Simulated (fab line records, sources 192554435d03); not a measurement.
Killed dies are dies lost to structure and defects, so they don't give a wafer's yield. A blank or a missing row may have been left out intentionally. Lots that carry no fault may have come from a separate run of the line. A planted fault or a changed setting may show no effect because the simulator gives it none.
Struck lot and sound lot, side by side | flow n5-finfet | 14 out of 1938 route steps
Sound: the wafers L961.2, L961.4, L961.5. Struck: wafer L969.6 (left out: L969.1, a lot-mate that was not struck); the cause follows at the end.
Per side, at each step with rows, come the tool, then ch with its chambers, and then its first start. Under that, the readings that differ: sound wafers | struck wafers | difference of the means | sigmas: that difference in standard deviations of wafers without a fault.
alike: same words and numbers on both sides, and readings whose means sit less than 2 such deviations apart. not compared: any withheld reading, any reading some wafer has no value for, any bound like >300 that may hide the same value, and any number with overlapping values for which the record gives no deviation.
Wherever a step has rows on one side only, a row that says differs or no value, or a row with sigmas, the two part there. Non-overlapping numbers with no deviation appear without sigmas and do not part them. A reading that every wafer of one side lacks parts them only if that side has two wafers or more.

first, 7 steps without rows for these wafers: N5_BEOL_M14_COAT_22 (resist thk 300 nm); N5_BEOL_M14_EBR_24; N5_BEOL_M14_SOFTBAKE_23 (time 60 s); N5_BEOL_M14_EXPOSE_25 (exposes mask M14, target cd 280 nm); N5_BEOL_M14_PEB_26 (peb time 90 s); N5_BEOL_M14_DEVELOP_27 (develop time 45 s); N5_BEOL_M14_HARDBAKE_32 (time 120 s).
N5_BEOL_M14_CD_MEAS_28: the cd target is 284.4 nm.
  sound on cd-sem-02 ch 0, day 11 22:13; struck on cd-sem-01 ch 0, day 14 09:47
  alike: cd-nm
N5_BEOL_M14_OVL_MEAS_29:
  sound on overlay-02 ch 0, day 11 22:15; struck on overlay-02 ch 0, day 14 09:49
  alike: M14_OVL
N5_BEOL_M14_INSPECT_30: inspects for defects (macro).
  sound: defect-inspect-02 at day 11 22:16; struck: defect-inspect-01 at day 14 09:50
  alike: raw-defect-count
N5_BEOL_M14_DESCUM_33: chemistry O2, time 7.9 s.
  sound on rie-diel-03 ch 0,2, day 11 22:26; struck on rie-diel-03 ch 1, day 14 09:53
  alike: drypump-motor-current-A, oes-product-au, rf-vpp-V, showerhead-plenum-p-Torr, throttle-valve-pct
  not compared: rf-hours-counter-h
N5_BEOL_M14_ETCH_67: etches SiARC in CF4, target depth 143 nm, time 238.3 s.
  sound on rie-diel-03 ch 0,2, day 11 22:29; struck on rie-diel-03 ch 1, day 14 09:55
  reading               | sound       | struck | difference | sigmas
  etch-rf-on-time-s (s) | 237 233 235 | 247    | +12        | +2
  alike: drypump-motor-current-A, oes-product-au, rf-vpp-V, showerhead-plenum-p-Torr, throttle-valve-pct
  not compared: rf-hours-counter-h
N5_BEOL_M14_ETCH_68: etches SOC in N2/H2, time 450 s.
  sound on rie-diel-03 ch 0,2, day 11 22:37; struck on rie-diel-03 ch 1, day 14 10:04
  reading                                     | sound             | struck | difference | sigmas
  run-length-s (s)                            | 473.9 473.1 473.9 | 502.2  | +28.6      | +60
  model.SiARC_of_BEOL_M14_COAT_66.thk-nm (nm) | 65.4 65.8 65.6    | 62.8   | -2.8       |
  alike: drypump-motor-current-A, oes-product-au, rf-vpp-V, showerhead-plenum-p-Torr, throttle-valve-pct
  not compared: rf-hours-counter-h
then, 1 step without rows for these wafers: N5_BEOL_M14_STRIP_69 (strips in N2/H2).

== WHERE THEY PART ==
First at N5_BEOL_M14_ETCH_67; last, within this record, at N5_BEOL_M14_ETCH_68.

WHY: what the simulator had put in
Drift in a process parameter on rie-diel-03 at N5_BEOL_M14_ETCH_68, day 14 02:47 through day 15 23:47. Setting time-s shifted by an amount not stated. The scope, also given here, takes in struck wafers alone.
